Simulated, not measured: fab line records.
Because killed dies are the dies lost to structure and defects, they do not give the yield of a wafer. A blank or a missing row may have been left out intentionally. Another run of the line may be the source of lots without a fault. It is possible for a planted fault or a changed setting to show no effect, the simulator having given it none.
fab line records	flow n5-finfet
record lots=11	wafers=33	last-day=18
route steps=1938 shown BEOL_M15@1787 MIM_TOP@1837 MIM_BOT_ETCH@1868 PASSIVATION@1936
lots that met no fault: from a run of the same line without faults
start-h: start of the lot's first displayed wafer, in hours after the record's first day	wait-h: time in hours since the lot's previous step	" same as the row above	L1.1+2: a row that stands for several wafers	- no value, or no start was given	* or withheld: withheld	< > ~ a bound
route shown NAME@n: a module of which the file shows steps, and the number in the route of the first	usual: mean and standard deviation over wafers with no fault	same: alike in all rows	chamber/n: place in a boat	sites: the reading at each site	_std_site: standard deviation across them	_edge_site: inner sites' mean taken away from outer sites' mean	radius-mm: for every site, how far away it sits from the centre of the wafer	mask NAME#n: copy n	behind: the most recent tool/chamber to have shaped the wafer	hold: the reason the lot was held/the length of the hold in hours/how it ended	device: transistor that didn't switch, given as n, p or np	end of line: the route-end tests of the same wafers	step lacking rows: just its recipe	killed: not the wafer's yield, but the dies lost to structure and defects at the first sort	map: a wafer's dies, marking killed ones x, the rest . and places with no die _
set.NAME: setting as actually run; set.NAME@STEP: the setting as run at that earlier step	model.NAME: the simulator's own value behind a step, which no gauge read
one table for each step of the route and one row for each wafer, over a sample of lots
services: when a tool's chamber went out of use (start-h, in hours from the record's first day, below 0 if earlier), for how many hours, and the reason
## steps
# step N5_BEOL_M15_ETCH_59
# recipe chemistry=N2/H2	target=BARC	target-depth-a=890	overetch-a=267	time-s=67.9	ion-energy-ev=200	pressure-mtorr=30	source-w=840	bias-w=150	n2-flow-sccm=200	h2-flow-sccm=200
# usual drypump-motor-current-A=5.9/0.39	oes-product-au=0.67/0.071	rf-vpp-V=524.0/2.2	showerhead-plenum-p-Torr=2.55/0.07	throttle-valve-pct=17.88/0.25
lot.wafer	tool	chamber	start-h	wait-h	drypump-motor-current-A	oes-product-au	rf-hours-counter-h	rf-vpp-V	showerhead-plenum-p-Torr	throttle-valve-pct
L957.1	rie-diel-04	3	292.40	0.0	5.3	0.62	221	526.2	2.62	18.27
L957.2	"	0	"	"	6.1	0.70	100	523.8	2.58	17.59
L957.5	"	1	"	"	6.3	0.62	-	526.1	2.63	17.77
L961.2	rie-diel-06	3	303.19	0.0	6.0	0.59	236	520.3	2.41	18.25
L961.5	"	2	"	"	5.5	0.65	-	521.5	2.45	17.85
L961.6	"	1	"	"	5.3	0.62	-	522.8	2.53	18.08
L962.1	rie-diel-06	3	307.16	0.0	6.0	0.59	238	519.4	2.41	18.26
L962.5	"	3	"	"	6.0	0.59	-	518.2	2.41	18.26
L962.6	"	0	"	"	5.4	0.59	-	523.7	2.50	18.28
L966.3	rie-diel-06	3	328.56	0.0	6.0	0.59	245	518.0	2.41	18.27
L966.4	"	1	"	"	5.3	0.62	-	523.4	2.53	18.09
L966.5	"	3	"	"	6.0	0.59	-	520.1	2.41	18.28
L970.2	rie-diel-03	1	345.26	0.0	5.7	0.58	247	526.2	2.62	18.16
L970.4	"	0	"	"	6.2	0.76	32	526.5	2.60	17.91
L970.6	"	3	"	"	6.3	0.74	-	526.0	2.58	17.46
L972.4	rie-diel-03	2	373.44	0.0	5.7	0.65	131	522.4	2.44	17.70
L972.5	"	0	"	"	6.2	0.74	-	526.1	2.59	17.91
L972.6	"	3	"	"	6.3	0.73	-	524.4	2.58	17.46
L971.1	rie-diel-04	0	377.66	0.0	6.1	0.68	126	524.5	2.57	17.63
L971.5	"	2	"	"	6.4	0.76	-	524.6	2.60	17.90
L971.6	"	1	"	"	6.3	0.61	-	527.6	2.62	17.81
L973.2	rie-diel-03	2	377.83	0.0	5.7	0.65	133	523.7	2.44	17.71
L973.4	"	1	"	"	5.8	0.82	2	526.5	2.62	17.71
L973.5	"	0	"	"	6.2	0.75	-	526.2	2.59	17.92
L974.2	rie-diel-03	2	382.96	0.0	5.7	0.65	135	521.0	2.44	17.72
L974.4	"	0	"	"	6.2	0.75	43	523.9	2.59	17.95
L974.6	"	2	"	"	5.7	0.66	-	520.9	2.44	17.73
L976.2	rie-diel-03	2	401.47	0.0	5.7	0.64	140	522.0	2.44	17.72
L976.4	"	1	"	"	5.8	0.80	9	526.9	2.61	17.73
L976.6	"	3	"	"	6.3	0.72	-	524.3	2.58	17.46
L975.1	rie-diel-04	2	401.93	0.0	6.4	0.75	41	524.9	2.60	17.92
L975.4	"	0	"	"	6.1	0.68	-	524.6	2.56	17.64
L975.5	"	1	"	"	6.4	0.61	-	526.4	2.61	17.83
# step N5_BEOL_M15_DEGAS_41
# recipe ambient=vacuum	temp-c=300	time-s=60
# usual heater-power-w=470/52
lot.wafer	tool	chamber	start-h	wait-h	heater-power-w
L957.1	pvd-sputter-03	-	297.58	0.1	408
L957.2	"	-	"	"	446
L957.5	"	-	"	"	406
L961.2	pvd-sputter-01	-	308.55	0.4	468
L961.5	"	-	"	"	454
L961.6	"	-	"	"	479
L962.1	pvd-sputter-01	-	312.23	0.3	470
L962.5	"	-	"	"	473
L962.6	"	-	"	"	470
L966.3	pvd-sputter-03	-	331.31	0.4	419
L966.4	"	-	"	"	406
L966.5	"	-	"	"	414
L970.2	pvd-sputter-01	-	350.11	0.4	462
L970.4	"	-	"	"	480
L970.6	"	-	"	"	465
L972.4	pvd-sputter-01	-	377.59	1.3	460
L972.5	"	-	"	"	450
L972.6	"	-	"	"	483
L971.1	pvd-sputter-01	-	380.93	0.2	482
L971.5	"	-	"	"	594
L971.6	"	-	"	"	475
L973.2	pvd-sputter-03	-	380.97	0.2	433
L973.4	"	-	"	"	496
L973.5	"	-	"	"	412
L974.2	pvd-sputter-01	-	390.89	2.7	483
L974.4	"	-	"	"	459
L974.6	"	-	"	"	469
L976.2	pvd-sputter-02	-	404.80	0.3	399
L976.4	"	-	"	"	423
L976.6	"	-	"	"	461
L975.1	pvd-sputter-01	-	404.88	0.1	472
L975.4	"	-	"	"	460
L975.5	"	-	"	"	462
# step N5_MIM_TOP_DEGAS_04
# recipe ambient=vacuum	temp-c=300	time-s=60
# usual heater-power-w=458/49
lot.wafer	tool	chamber	start-h	wait-h	heater-power-w
L957.1	pvd-sputter-03	-	303.54	-	414
L957.2	"	-	"	"	492
L957.5	"	-	"	"	476
L961.2	pvd-sputter-03	-	313.05	-	493
L961.5	"	-	"	"	418
L961.6	"	-	"	"	414
L962.1	pvd-sputter-01	-	319.89	-	475
L962.5	"	-	"	"	460
L962.6	"	-	"	"	495
L966.3	pvd-sputter-03	-	335.29	-	437
L966.4	"	-	"	"	409
L966.5	"	-	"	"	490
L970.2	pvd-sputter-01	-	354.63	-	494
L970.4	"	-	"	"	466
L970.6	"	-	"	"	475
L972.4	pvd-sputter-02	-	383.44	-	460
L972.5	"	-	"	"	429
L972.6	"	-	"	"	473
L971.1	pvd-sputter-02	-	384.43	-	416
L971.5	"	-	"	"	480
L971.6	"	-	"	"	397
L973.2	pvd-sputter-02	-	386.83	-	467
L973.4	"	-	"	"	425
L973.5	"	-	"	"	396
L974.2	pvd-sputter-01	-	398.62	-	494
L974.4	"	-	"	"	462
L974.6	"	-	"	"	483
L976.2	pvd-sputter-03	-	410.34	-	417
L976.4	"	-	"	"	431
L976.6	"	-	"	"	404
L975.1	pvd-sputter-03	-	410.66	-	435
L975.4	"	-	"	"	415
L975.5	"	-	"	"	413
# step N5_MIM_BOT_ETCH_ETCH_00
# recipe chemistry=Cl2/BCl3	target=TiN	target-depth-a=455	ion-energy-ev=150	pressure-mtorr=10	icp-w=1000	bias-w=126	Cl2_flow_sccm=53.25	bcl3-flow-sccm=21.75	Ar_flow_sccm=25
# usual drypump-motor-current-A=5.6/0.41	mfc-cl2-sccm=53.23/0.18	oes-product-au=0.77/0.091	throttle-valve-pct=21.84/0.22
lot.wafer	tool	chamber	start-h	wait-h	drypump-motor-current-A	mfc-cl2-sccm	oes-product-au	rf-hours-counter-h	throttle-valve-pct
L957.1	rie-metal-01	1	305.06	0.1	5.9	53.08	0.67	103	21.81
L957.2	"	0	"	"	5.9	52.98	0.75	50	21.46
L957.5	"	1	"	"	5.8	52.87	0.68	-	21.81
L961.2	rie-metal-01	1	314.75	0.1	5.8	53.15	0.67	104	21.81
L961.5	"	1	"	"	5.8	53.03	0.89	-	21.35
L961.6	"	0	"	"	5.9	53.31	0.98	-	21.04
L962.1	rie-metal-01	0	321.72	0.1	5.9	53.30	0.99	51	21.02
L962.5	"	0	"	"	5.9	53.57	0.99	-	21.01
L962.6	"	1	"	"	5.9	53.40	0.89	-	21.35
L966.3	rie-metal-02	1	337.30	0.1	5.5	53.36	0.81	-	22.00
L966.4	"	0	"	"	5.2	53.09	0.87	-	21.83
L966.5	"	0	"	"	5.2	53.25	0.87	-	21.81
L970.2	rie-metal-03	1	356.85	0.1	4.9	53.30	0.83	24	22.06
L970.4	"	1	"	"	4.9	53.26	0.82	-	22.06
L970.6	"	0	"	"	6.0	53.38	0.67	-	22.04
L972.4	rie-metal-01	1	385.30	0.1	5.8	53.10	1.02	-	21.73
L972.5	"	0	"	"	5.9	53.10	0.72	-	21.51
L972.6	"	1	"	"	5.8	53.10	1.02	-	21.72
L971.1	rie-metal-02	1	386.12	0.1	5.5	53.02	0.79	30	22.02
L971.5	"	1	"	"	5.5	52.97	0.80	-	22.03
L971.6	"	0	"	"	5.2	53.50	0.85	-	21.84
L973.2	rie-metal-03	0	388.58	0.1	6.0	53.29	0.67	86	22.02
L973.4	"	0	"	"	6.0	53.45	0.67	-	22.03
L973.5	"	1	"	"	4.9	53.30	0.82	-	22.06
L974.2	rie-metal-01	1	400.44	0.1	5.8	53.38	0.99	1	21.74
L974.4	"	1	"	"	5.8	53.37	1.01	-	21.73
L974.6	"	1	"	"	5.8	53.34	1.00	-	21.72
L976.2	rie-metal-02	1	413.24	0.1	5.5	53.32	0.79	32	22.02
L976.4	"	1	"	"	5.5	53.23	0.79	-	22.02
L976.6	"	1	"	"	5.5	53.38	0.79	-	22.00
L975.1	rie-metal-01	1	413.36	0.1	5.9	53.00	0.98	2	21.73
L975.4	"	0	"	"	5.9	53.29	0.72	-	21.51
L975.5	"	1	"	"	5.8	53.13	0.98	-	21.73
# step N5_PASSIVATION_PROBE_49
# usual defect-limited-yield=91.2/1.5	killed_at_M0_to_M3=33/9.6	killed_at_M4_up=14/5.6	killed-at-contacts=14/5.5	killed-at-front-end=40/13	killed-at-other=4/3	killed-dies=104/17	killed-open=68/13	killed-short=33/7.2	sort_bin_4_leakage=0.00/0.014	sort_bin_5_function=5.2/0.95	sort_bin_6_memory=3.3/0.62	sort_bin_8_speed=0.00/0.012	sort-n-pass=1076/17	sort-yield-pct=91.2/1.5
# same gross-dies=1180	killed-at-back-side=0
lot.wafer	tool	chamber	start-h	wait-h	defect-limited-yield[%]	killed_at_M0_to_M3	killed_at_M4_up	killed-at-contacts	killed-at-front-end	killed-at-other	killed-dies	killed-open	killed-short	sort_bin_4_leakage[%]	sort_bin_5_function[%]	sort_bin_6_memory[%]	sort_bin_8_speed[%]	sort-n-pass	sort-yield-pct[%]
L973.2	prober-01	-	400.12	0.1	90.1	39	17	15	44	2	117	79	36	0	6.0	3.8	0	1063	90.1
L973.4	prober-01	-	400.22	0.2	92.3	29	7	10	42	3	91	59	31	0	4.5	2.9	0	1089	92.3
L973.5	prober-01	-	400.27	0.2	89.3	48	12	9	55	2	126	78	45	0	6.3	4.1	0	1054	89.3
# killed by level:class
L973.2 FIN_SAQP:geometric-particle:open=12 MOL_CONTACT_COAG:geometric-particle:open=12 BEOL_M0_SAQP:geometric-particle:open=9 BEOL_M3:geometric-particle:open=9 BEOL_M0_SAQP:geometric-particle:short=8 BEOL_M4:geometric-particle:open=8 FIN_SAQP:geometric-particle:short=7 STI_FIN_REVEAL:geometric-particle:open=6
L973.4 FIN_SAQP:geometric-particle:open=13 MOL_CONTACT_COAG:geometric-particle:open=8 BEOL_M3:geometric-particle:open=8 FIN_SAQP:geometric-particle:short=7 STI_FIN_REVEAL:geometric-particle:open=7 BEOL_M0_SAQP:geometric-particle:open=6 BEOL_M0_SAQP:geometric-particle:short=4 STARTING-WAFER:geometric-particle:short=4
L973.5 BEOL_M0_SAQP:geometric-particle:open=16 FIN_SAQP:geometric-particle:short=15 BEOL_M0_SAQP:geometric-particle:short=12 STI_FIN_REVEAL:geometric-particle:open=9 DUMMY_GATE:geometric-particle:open=9 BEOL_M2:geometric-particle:open=8 FIN_SAQP:geometric-particle:open=7 MOL_CONTACT_COAG:geometric-particle:open=7
## services
tool	chamber	start-h	hours	kind
rie-diel-03	-	272.06	0.8	repair
pvd-sputter-02	-	305.59	2.2	repair
rie-diel-03	3	317.24	8.8	repair
pvd-sputter-01	-	326.95	3.2	repair
rie-diel-04	3	334.18	5.4	repair
rie-metal-03	0	338.21	3.2	repair
rie-diel-06	3	342.84	-	clean
rie-diel-06	3	342.84	-	consumable-replace:esc
rie-diel-06	3	342.84	-	consumable-replace:focus-ring
rie-diel-06	3	342.84	-	consumable-replace:showerhead
rie-diel-06	3	342.84	36.3	scheduled-down
rie-diel-06	3	342.84	36.3	vent-cycle
rie-diel-03	1	354.41	-	clean
rie-diel-03	1	354.41	-	consumable-replace:focus-ring
rie-diel-03	1	354.41	15.8	scheduled-down
rie-diel-03	1	354.41	15.8	vent-cycle
pvd-sputter-02	-	360.36	9.0	repair
rie-metal-01	1	360.39	-	clean
rie-metal-01	1	360.39	23.7	scheduled-down
rie-metal-01	1	360.39	23.7	vent-cycle
pvd-sputter-02	-	373.64	2.1	repair
rie-diel-06	0	379.16	-	clean
rie-diel-06	0	379.16	-	consumable-replace:focus-ring
rie-diel-04	2	411.76	6.3	repair
## key
first-sign step=N5_MIM_BOT_ETCH_ETCH_00	reading=throttle-valve-pct	direction=down	sigmas=3.2	usual=*	struck=*
effect step=N5_MIM_BOT_ETCH_ETCH_00	reading=oes-product-au	direction=up	sigmas=2	usual=0.77	struck=0.95
met-at N5_MIM_BOT_ETCH_ETCH_00
struck-lots L961,L962
struck-wafers L961.5,L961.6,L962.1,L962.5,L962.6
not-acting-at N5_BEOL_M15_ETCH_59,N5_BEOL_M15_DEGAS_41,N5_MIM_TOP_DEGAS_04
onset-between 305.06 314.75
fault kind=process-parameter-drift	tool=rie-metal-01	chamber=-	onset-h=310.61	steps=N5_MIM_BOT_ETCH_ETCH_00	channel=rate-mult	offset=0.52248	shape=step	end-h=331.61	scope=struck-wafers-only
